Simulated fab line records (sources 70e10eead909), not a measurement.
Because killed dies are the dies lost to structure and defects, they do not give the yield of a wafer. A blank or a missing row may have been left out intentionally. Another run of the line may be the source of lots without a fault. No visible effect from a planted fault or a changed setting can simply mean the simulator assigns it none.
Chamber matching :: flow nand_harc :: NHARC_P_M0_CMP_23 on cmp-01: 4 sister chambers
The step polishes, t overpolish 20 s, target thk 117.53 nm. 4 wafers are shown with their chamber, then 12 later ones without.

EACH WAFER AND ITS CHAMBER
wafer: L084.2
chamber: 1
motor_current_A (A): 13.9

wafer: L084.6
chamber: 2
motor_current_A (A): 12.5

wafer: L090.3
chamber: 3
motor_current_A (A): 14.3

wafer: L090.6
chamber: 0
motor_current_A (A): 12.7

WAFERS WHOSE CHAMBER IS MISSING
wafer: L089.1
motor_current_A (A): 12.6

wafer: L089.4
motor_current_A (A): 11.8

wafer: L089.5
motor_current_A (A): 12.9

wafer: L093.2
motor_current_A (A): 14.7

wafer: L093.4
motor_current_A (A): 11.5

wafer: L093.5
motor_current_A (A): 14.6

wafer: L095.1
motor_current_A (A): 14.7

wafer: L095.3
motor_current_A (A): 13.5

wafer: L095.5
motor_current_A (A): 11.5

wafer: L096.3
motor_current_A (A): 11.8

wafer: L096.5
motor_current_A (A): 12.1

wafer: L096.6
motor_current_A (A): 14.4

THE CHAMBER EACH PASSED THROUGH
wafer: L089.1
from the rows above: can't be placed: 0 or 2
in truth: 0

wafer: L089.4
from the rows above: can't be placed: 2 or 0
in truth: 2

wafer: L089.5
from the rows above: can't be placed: 0 or 2 or 1
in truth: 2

wafer: L093.2
from the rows above: can't be placed: 3 or 1
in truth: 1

wafer: L093.4
from the rows above: can't be placed: 2 or 0
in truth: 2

wafer: L093.5
from the rows above: can't be placed: 3 or 1
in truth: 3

wafer: L095.1
from the rows above: can't be placed: 3 or 1
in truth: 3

wafer: L095.3
from the rows above: can't be placed: 1 or 0 or 3 or 2
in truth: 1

wafer: L095.5
from the rows above: can't be placed: 2 or 0
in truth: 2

wafer: L096.3
from the rows above: can't be placed: 2 or 0
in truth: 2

wafer: L096.5
from the rows above: can't be placed: 2 or 0
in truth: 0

wafer: L096.6
from the rows above: can't be placed: 3 or 1
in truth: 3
Correct placement for 0 of the 12. These rows do not allow placing 12 (true chamber among the candidates in 12). Placed wrongly: 0.
How it was worked out, from the rows above alone: a wafer's distance from a chamber is the root of the sum, over the readings, of the square of ((its reading less the chamber's mean) divided by the reading's scatter). If the next closest chamber is less than 2 further off than the closest, the wafer can't be placed; otherwise it belongs to the closest. The mean given for a chamber averages the wafers shown for that chamber. The scatter: with one shown wafer a chamber, the root of the mean of the squares of how far each hidden wafer lies from its nearest shown one.
